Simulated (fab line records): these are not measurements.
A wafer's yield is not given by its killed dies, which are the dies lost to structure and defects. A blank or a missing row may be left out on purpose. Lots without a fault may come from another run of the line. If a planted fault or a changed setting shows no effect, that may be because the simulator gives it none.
Matching of chambers / flow n5-finfet / N5_BEOL_M4_ALD_84 on ald-metal-03: 4 sister chambers
The step deposits TaN, pulse time 2 s, purge time 3 s, co reactant purge time 2 s. 16 wafers are shown with their chamber, then 8 later ones without.

== WAFERS, EACH WITH ITS CHAMBER ==
wafer=L076.1; chamber=2; heater-power-w (W)=390; susceptor-temp-C (C)=274.88; precursor-vessel-carrier-sccm (sccm)=1000
wafer=L076.3; chamber=3; heater-power-w (W)=453; susceptor-temp-C (C)=275.14; precursor-vessel-carrier-sccm (sccm)=1009
wafer=L076.5; chamber=3; heater-power-w (W)=457; susceptor-temp-C (C)=275.48; precursor-vessel-carrier-sccm (sccm)=1005
wafer=L083.2; chamber=3; heater-power-w (W)=467; susceptor-temp-C (C)=275.20; precursor-vessel-carrier-sccm (sccm)=998
wafer=L083.5; chamber=1; heater-power-w (W)=408; susceptor-temp-C (C)=274.80; precursor-vessel-carrier-sccm (sccm)=1005
wafer=L083.6; chamber=2; heater-power-w (W)=396; susceptor-temp-C (C)=274.95; precursor-vessel-carrier-sccm (sccm)=1000
wafer=L084.1; chamber=2; heater-power-w (W)=388; susceptor-temp-C (C)=275.05; precursor-vessel-carrier-sccm (sccm)=997
wafer=L084.3; chamber=3; heater-power-w (W)=450; susceptor-temp-C (C)=275.07; precursor-vessel-carrier-sccm (sccm)=997
wafer=L084.5; chamber=3; heater-power-w (W)=454; susceptor-temp-C (C)=274.85; precursor-vessel-carrier-sccm (sccm)=1000
wafer=L086.2; chamber=3; heater-power-w (W)=454; susceptor-temp-C (C)=275.03; precursor-vessel-carrier-sccm (sccm)=995
wafer=L086.4; chamber=2; heater-power-w (W)=388; susceptor-temp-C (C)=275.10; precursor-vessel-carrier-sccm (sccm)=997
wafer=L086.5; chamber=0; heater-power-w (W)=403; susceptor-temp-C (C)=275.13; precursor-vessel-carrier-sccm (sccm)=999
wafer=L087.1; chamber=3; heater-power-w (W)=441; susceptor-temp-C (C)=274.94; precursor-vessel-carrier-sccm (sccm)=1006
wafer=L087.4; chamber=2; heater-power-w (W)=389; susceptor-temp-C (C)=275.08; precursor-vessel-carrier-sccm (sccm)=996
wafer=L087.5; chamber=0; heater-power-w (W)=404; susceptor-temp-C (C)=275.14; precursor-vessel-carrier-sccm (sccm)=1005
wafer=L088.2; chamber=3; heater-power-w (W)=448; susceptor-temp-C (C)=275.20; precursor-vessel-carrier-sccm (sccm)=999

SIGNATURES, as means of the wafers listed above
reading=heater-power-w; chamber 0=403.50; chamber 1=408.00; chamber 2=390.20; chamber 3=453.00; scatter within a chamber=6.04
reading=susceptor-temp-C; chamber 0=275.1350; chamber 1=274.8000; chamber 2=275.0120; chamber 3=275.1137; scatter within a chamber=0.156
reading=precursor-vessel-carrier-sccm; chamber 0=1002.00; chamber 1=1005.00; chamber 2=998.00; chamber 3=1001.12; scatter within a chamber=4.11
Rule: for a wafer and a chamber, the distance is found by dividing, reading by reading, the gap between the wafer's reading and the chamber's mean by the reading's scatter, squaring, summing and taking the root. The wafer belongs to the nearest chamber; if the next one is less than 2 further off, it can't be placed. How the scatter is found: for the shown wafers, subtract from each reading the mean of its chamber, square and add these, divide the total by (wafers less chambers), then take the root.

== WAFERS MISSING THEIR CHAMBER ==
wafer=L088.5; heater-power-w (W)=460; susceptor-temp-C (C)=275.37; precursor-vessel-carrier-sccm (sccm)=996
wafer=L088.6; heater-power-w (W)=398; susceptor-temp-C (C)=275.04; precursor-vessel-carrier-sccm (sccm)=996
wafer=L092.4; heater-power-w (W)=401; susceptor-temp-C (C)=275.16; precursor-vessel-carrier-sccm (sccm)=1004
wafer=L092.5; heater-power-w (W)=448; susceptor-temp-C (C)=275.23; precursor-vessel-carrier-sccm (sccm)=1006
wafer=L092.6; heater-power-w (W)=398; susceptor-temp-C (C)=275.03; precursor-vessel-carrier-sccm (sccm)=1000
wafer=L094.1; heater-power-w (W)=465; susceptor-temp-C (C)=275.23; precursor-vessel-carrier-sccm (sccm)=1001
wafer=L094.4; heater-power-w (W)=395; susceptor-temp-C (C)=275.18; precursor-vessel-carrier-sccm (sccm)=1002
wafer=L094.5; heater-power-w (W)=405; susceptor-temp-C (C)=275.32; precursor-vessel-carrier-sccm (sccm)=1004

== CHAMBER TAKEN BY EACH ==
wafer=L088.5; from the rows above=3; in truth=3
wafer=L088.6; from the rows above=can't be placed: 2 or 0 or 1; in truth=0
wafer=L092.4; from the rows above=can't be placed: 0 or 2 or 1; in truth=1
wafer=L092.5; from the rows above=3; in truth=3
wafer=L092.6; from the rows above=can't be placed: 0 or 2 or 1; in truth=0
wafer=L094.1; from the rows above=3; in truth=3
wafer=L094.4; from the rows above=can't be placed: 0 or 2 or 1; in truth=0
wafer=L094.5; from the rows above=0; in truth=0
4 of 8 placed correctly. Not placeable from these rows: 4 (in 4, the candidates include the true chamber). Wrongly placed: 0.
